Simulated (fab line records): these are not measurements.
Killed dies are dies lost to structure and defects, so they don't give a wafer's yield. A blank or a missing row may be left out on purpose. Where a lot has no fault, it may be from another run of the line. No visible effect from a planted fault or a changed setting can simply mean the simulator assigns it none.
Which of the tools did it?    flow n5Finfet    10 lots, 29 wafers sampled, at 6 steps of a route of 1938

WHAT THE GAUGES READ, wafer by wafer
N5_BEOL_M4_RC_MEAS_101.
lot   measured      on         DIBL_N (mV/V)
L172  day 10 08:25  prober-02  34.9 37.0
L173  day 10 11:35  prober-02  37.2 40.6 39.5
L177  day 11 17:02  prober-02  35.0 42.0 34.9
L178  day 11 10:42  prober-02  35.6 36.0 32.7
L180  day 12 06:16  prober-01  37.4 37.1 35.6
L182  day 13 12:01  prober-02  37.6 33.3 38.7
L184  day 12 13:56  prober-02  34.3 36.0 36.1
L186  day 14 08:44  prober-01  35.4 36.4 34.7
L187  day 13 11:56  prober-01  37.2 33.4 35.6
L193  day 15 13:25  prober-01  34.9 37.3 35.3

WHICH TOOL RAN EACH LOT (tool, then ch and the chambers of the sampled wafers, then the start)
lot   N5_BEOL_M0_PRE_CLEAN_113     N5_BEOL_M0_SPUTTER_132       N5_BEOL_M0_ECD_118             N5_BEOL_M0_CMP_120             N5_BEOL_M0_CO_CAP_123
L172  pvdSputter-03, day 6 09:08   pvdSputter-03, day 6 10:20   ecdCu-01 ch 0,1, day 6 10:42   cmp-03 ch 0,3, day 6 11:10     cvdCo-02 ch 1, day 6 11:32
L173  pvdSputter-01, day 6 18:41   pvdSputter-01, day 6 19:30   ecdCu-01 ch 1, day 6 19:51     cmp-01 ch 0,2,3, day 6 20:46   cvdCo-01 ch 0,2, day 6 21:07
L177  pvdSputter-01, day 7 22:33   pvdSputter-01, day 7 23:22   ecdCu-02 ch 0,1, day 7 23:44   cmp-03 ch 0,1,2, day 8 00:10   cvdCo-01 ch 0,2, day 8 00:30
L178  pvdSputter-02, day 8 00:25   pvdSputter-01, day 8 02:09   ecdCu-02 ch 0,1, day 8 02:30   cmp-04 ch 0,2,3, day 8 02:56   cvdCo-01 ch 0,2, day 8 03:16
L180  pvdSputter-01, day 8 08:36   pvdSputter-01, day 8 09:29   ecdCu-02 ch 0,1, day 8 09:50   cmp-03 ch 1,2, day 8 10:21     cvdCo-01 ch 0,1,2, day 8 10:43
L182  pvdSputter-01, day 8 20:49   pvdSputter-03, day 8 21:29   ecdCu-01 ch 0,1, day 8 21:50   cmp-01 ch 1,3, day 8 22:13     cvdCo-01 ch 0,1, day 8 22:35
L184  pvdSputter-02, day 9 06:23   pvdSputter-02, day 9 07:14   ecdCu-01 ch 0,1, day 9 07:35   cmp-04 ch 0,3, day 9 07:58     cvdCo-02 ch 0,1,2, day 9 08:20
L186  pvdSputter-01, day 9 21:35   pvdSputter-02, day 9 22:34   ecdCu-01 ch 0,1, day 9 22:55   cmp-04 ch 0,3, day 9 23:59     cvdCo-02 ch 0,1,2, day 10 00:22
L187  pvdSputter-03, day 10 02:05  pvdSputter-03, day 10 02:51  ecdCu-01 ch 0,1, day 10 03:13  cmp-03 ch 1,2,3, day 10 03:44  cvdCo-01 ch 0,1, day 10 04:01
L193  pvdSputter-02, day 11 23:29  pvdSputter-02, day 12 01:34  ecdCu-02 ch 0,1, day 12 01:55  cmp-03 ch 2,3, day 12 02:20    cvdCo-01 ch 0,1,2, day 12 02:40
- N5_BEOL_M0_PRE_CLEAN_113: time 30 s.
- N5_BEOL_M0_SPUTTER_132: material Cu, target thk 4 nm, time 7.37 s.
- N5_BEOL_M0_ECD_118: material Cu, target thk 300 nm.
- N5_BEOL_M0_CMP_120: polishes, stops on SiOC, t overpolish 6.9 s.
- N5_BEOL_M0_CO_CAP_123: material Co, precursor CCTBA/H2, target thk 2 nm, time 102.1 s.

THE ANSWER, worked out from the rows above alone
Rule: usual is defined by the lots themselves. Put in order of their means at a reading, lots are off if they are a third of the lots or fewer, leave a main group of 4 or more, and stand apart from it by a gap of 3 or more times the standard deviation of the main group's means; of several such gaps the widest counts. If all means in a main group match to the digits the tables above print for the reading, that group is not used. Also off: a lot with no number at a reading for which 4 or more lots have one. All remaining lots with rows at the step are treated as sound.
None of the lots is off at any reading shown; this tells nothing.

WHAT WAS PUT IN BY THE SIMULATOR
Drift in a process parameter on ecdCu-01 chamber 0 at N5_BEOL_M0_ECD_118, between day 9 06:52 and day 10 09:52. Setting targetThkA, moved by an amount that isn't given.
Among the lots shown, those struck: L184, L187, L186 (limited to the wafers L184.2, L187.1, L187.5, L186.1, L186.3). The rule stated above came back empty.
